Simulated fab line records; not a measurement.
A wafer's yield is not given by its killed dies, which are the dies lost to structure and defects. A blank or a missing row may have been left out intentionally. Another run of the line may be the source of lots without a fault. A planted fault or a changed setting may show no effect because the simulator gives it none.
Chamber matching + flow n5 finfet + 4 sister chambers for N5_FIN_SAQP_SPACER2_ALD_28 on ald sin-03
The step deposits SiO2, target thk 8.1 nm, pulse time 1 s, purge time 2 s. 8 wafers are shown with their chamber, then 10 later ones without.

## EACH WAFER AND ITS CHAMBER
| wafer  | chamber | heater power w (W) | precursor pulse height rel |
|--------|---------|--------------------|----------------------------|
| L079.3 | 1       | 404                | 0.990                      |
| L081.5 | 2       | 393                | 1.015                      |
| L082.2 | 2       | 390                | 0.989                      |
| L084.6 | 1       | 392                | 1.007                      |
| L089.5 | 0       | 466                | 0.993                      |
| L089.6 | 3       | 492                | 1.013                      |
| L091.1 | 3       | 485                | 1.027                      |
| L091.2 | 0       | 465                | 1.003                      |

## WAFERS WITHOUT THEIR CHAMBER
| wafer  | heater power w (W) | precursor pulse height rel |
|--------|--------------------|----------------------------|
| L091.6 | 388                | 1.019                      |
| L092.1 | 404                | 1.006                      |
| L092.3 | 399                | 1.006                      |
| L092.4 | 451                | 0.953                      |
| L095.2 | 490                | 0.996                      |
| L095.3 | 394                | 0.995                      |
| L095.5 | 396                | 1.012                      |
| L096.2 | 404                | 0.945                      |
| L096.4 | 461                | 0.958                      |
| L096.5 | 384                | 0.996                      |

## CHAMBER TAKEN BY EACH
| wafer  | from the rows above     | in truth |
|--------|-------------------------|----------|
| L091.6 | can't be placed: 2 or 1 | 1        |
| L092.1 | can't be placed: 1 or 2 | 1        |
| L092.3 | can't be placed: 1 or 2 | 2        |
| L092.4 | 0                       | 0        |
| L095.2 | 3                       | 3        |
| L095.3 | can't be placed: 2 or 1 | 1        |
| L095.5 | can't be placed: 1 or 2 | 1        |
| L096.2 | can't be placed: 1 or 2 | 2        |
| L096.4 | 0                       | 0        |
| L096.5 | can't be placed: 2 or 1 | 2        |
Correctly placed: 3 of 10. Cannot be placed on the basis of these rows: 7; the candidates contain the true chamber in 7. Placed wrongly: 0.
How it was worked out, from the rows above alone: a wafer's distance from a chamber is the root of the sum, over the readings, of the square of ((its reading less the chamber's mean) divided by the reading's scatter). The wafer belongs to the nearest chamber; if the next one is less than 2 further off, it can't be placed. Each chamber's mean is taken over the wafers shown for it. The scatter: take each reading less its chamber's mean, square it, sum over the shown wafers, divide by the number of wafers less the number of chambers, and take the root.
